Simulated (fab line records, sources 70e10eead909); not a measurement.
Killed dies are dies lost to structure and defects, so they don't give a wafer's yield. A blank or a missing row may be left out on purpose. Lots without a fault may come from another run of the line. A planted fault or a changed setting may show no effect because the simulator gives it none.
One fault seen from 2 desks | flow nand_harc | each desk has only its own numbers; what lay behind them comes last

THE METROLOGY DESK
What the gauges read, lot by lot, whatever tool the lot ran on: means of the sampled wafers that have a number. A lot is out of limits, marked OUT, if its mean lies more than 4 standard deviations from the usual mean; the brackets give that distance.
Columns: A = cd_nm at NHARC_P_STI_CD_MEAS_16, usual 198 nm; B = cd_nm at NHARC_P_GATE_CD_MEAS_26, usual 119.2 nm; C = cd_nm at NHARC_P_GATE_CD_MEAS_46, usual 719.9 nm
lot  | first seen here | A   | B     | C
L435 | day 2 21:22     | 194 | 119.4 | 717.6
L436 | day 3 07:42     | 199 | 119.7 | 718.3
L439 | day 4 13:31     | 201 | 119.2 | 720.1
L442 | day 5 18:04     | 197 | 118.6 | 722.0
L443 | day 6 05:08     | 199 | 119.5 | 718.5
L445 | day 7 02:57     | 194 | 119.8 | 721.7
L447 | day 7 19:31     | 201 | 118.9 | 720.6
L448 | day 8 05:59     | 196 | 119.3 | 695.3 (-9.1) OUT
L449 | day 8 15:23     | 197 | 119.0 | 693.9 (-9.6) OUT
L455 | day 11 03:59    | 205 | 118.4 | 720.9
L456 | day 11 14:08    | 198 | 119.9 | 717.5
L458 | day 12 10:52    | 201 | 119.2 | 722.1
This desk's finding: out of limits on L448, L449; first on L448, day 10 21:53 (cd_nm at NHARC_P_GATE_CD_MEAS_46). In limits: L435, L436, L439, L442, L443, L445, L447, L455, L456, L458.

THE TOOL OWNER'S DESK: krf_scanner-04
The tool's own readings at NHARC_P_GATE_EXPOSE_43 (exposes mask P NSD, target cd 720 nm): means of the sampled wafers that have a number, for each lot that ran on this tool. A lot is out of limits, marked OUT, if its mean lies more than 4 standard deviations from the usual mean; the brackets give that distance.
Columns: A = exposure_dose_mJ_cm2 at NHARC_P_GATE_EXPOSE_43, usual 14.812
lot  | first seen here | A
L435 | day 5 17:09     | 14.834
L436 | day 5 20:22     | 14.816
L445 | day 9 19:13     | 14.798
L447 | day 10 10:34    | 14.821
L448 | day 10 21:44    | 12.926 (-99 or more) OUT
L449 | day 11 19:18    | 12.922 (-99 or more) OUT
This desk's finding: out of limits on L448, L449; first on L448, day 10 21:44 (exposure_dose_mJ_cm2 at NHARC_P_GATE_EXPOSE_43). In limits: L435, L436, L445, L447.

PUT TOGETHER
The tool owner's desk could have raised an alarm at day 10 21:44, on L448, L449.
The metrology desk could have raised an alarm at day 10 21:53, on L448, L449.
Of the lots named, all ran NHARC_P_GATE_EXPOSE_43 on krf_scanner-04.

WHAT THE SIMULATOR HAD PUT IN
Process parameter drift: krf_scanner-04, from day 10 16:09 on, at NHARC_P_GATE_EXPOSE_43. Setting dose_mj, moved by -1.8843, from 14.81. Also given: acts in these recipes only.
Lots struck among those shown: L448, L449.
Hours from the fault's start to each desk's first reading out of limits: the tool owner's desk, 6; the metrology desk, 6.
